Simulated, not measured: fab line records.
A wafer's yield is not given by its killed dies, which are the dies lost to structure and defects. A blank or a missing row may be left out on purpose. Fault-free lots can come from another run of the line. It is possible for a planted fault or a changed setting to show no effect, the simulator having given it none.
Comparing a struck lot with a sound one :: flow nand harc :: 14 steps out of a route of 1159
Sound: the wafers L666.2, L666.3, L666.5. Struck: wafer L674.4. (L674.6 of the same lot was not struck and is left out.) The cause comes at the end.
Per side, at each step with rows, come the tool, then ch with its chambers, and then its first start. Under that, the readings that differ: sound wafers :: struck wafers :: difference of the means :: sigmas: that difference in standard deviations of wafers without a fault.
alike: a reading whose means differ by less than 2 such deviations, as well as words and numbers matching on both sides. not compared: withheld readings; readings where some wafer has no value; bounds like >300 that might hide an equal value; numbers whose values overlap and for which the record gives no deviation.
A row with sigmas, a row that says differs or no value, or rows on one side alone: a step with any of these is where the two part. When numbers do not overlap yet have no deviation, they are printed without sigmas and do not part them. A reading missing from all wafers of one side parts the sides only when that side holds two or more wafers.

first, 2 steps without rows for these wafers: NHARC_A_SOURCE_PLATE_SRD_01; NHARC_A_SOURCE_PLATE_OXIDE_02 (material SiO2, target thk 10 nm, ox time 1362 s).
NHARC_A_SOURCE_PLATE_THK_MEAS_09: measures by ellipsometry.
  sound on film metro-01 at day 7 23:29; struck on film metro-02 at day 10 11:25
reading: thk nm (nm)
sound: 9.2 9.2 8.7
struck: 11.4
difference: +2.4
sigmas: +3
then, 3 steps without rows for these wafers: NHARC_A_SOURCE_PLATE_PVD_04 (deposits WSi2, target thk 50 nm); NHARC_A_SOURCE_PLATE_CVD_03 (deposits poly-Si, target thk 200 nm, time 4000 s); NHARC_A_SOURCE_PLATE_ANNEAL_05 (time 1800 s).
NHARC_A_SOURCE_PLATE_THK_MEAS_06: measures by ellipsometry.
  sound on film metro-01 at day 8 12:55; struck on film metro-02 at day 11 00:09
reading: thk nm (nm)
sound: 197.6 198.0 196.8
struck: 201.5
difference: +4.0
sigmas: +2
NHARC_A_SOURCE_PLATE_INSPECT_08:
  sound on defect inspect-02 at day 8 13:01; struck on defect inspect-01 at day 11 00:14
  alike: raw defect count
then, 1 step without rows for these wafers: NHARC_A_ONON_D1_DEP_00 (target thk 1000 nm).
NHARC_A_ONON_D1_THK_MEAS_02: measures by ellipsometry.
  sound on film metro-01 at day 8 13:35; struck on film metro-02 at day 11 00:49
  alike: thk nm
NHARC_A_ONON_D1_DEP_03: target thk 1000 nm.
  sound on pecvd onon-02 ch 0, day 8 13:42; struck on pecvd onon-03 ch 0, day 11 01:03
NHARC_A_ONON_D1_THK_MEAS_05: measures by ellipsometry.
  sound on film metro-02 at day 8 14:09; struck on film metro-02 at day 11 01:23
reading: thk nm (nm)
sound: 1000 1001 1001
struck: 454
difference: -547
sigmas: -60
then, 1 step without rows for these wafers: NHARC_A_ONON_D1_DEP_06 (target thk 1000 nm).
-- the record jumps here: 12 days lie between the struck wafers' starts before and after (it left off in module A_ONON_D1 and takes up again in module END, whose first step shown is number 1159 of the route) --
NHARC_END_SORT_01:
  only the struck wafers appear in the record here, on prober-02 ch 0 at day 23 13:13; the sound ones have no rows

## WHERE THEY PART
Earliest at NHARC_A_SOURCE_PLATE_THK_MEAS_09; latest, in this record, at NHARC_END_SORT_01.

WHY: the cause the simulator had injected
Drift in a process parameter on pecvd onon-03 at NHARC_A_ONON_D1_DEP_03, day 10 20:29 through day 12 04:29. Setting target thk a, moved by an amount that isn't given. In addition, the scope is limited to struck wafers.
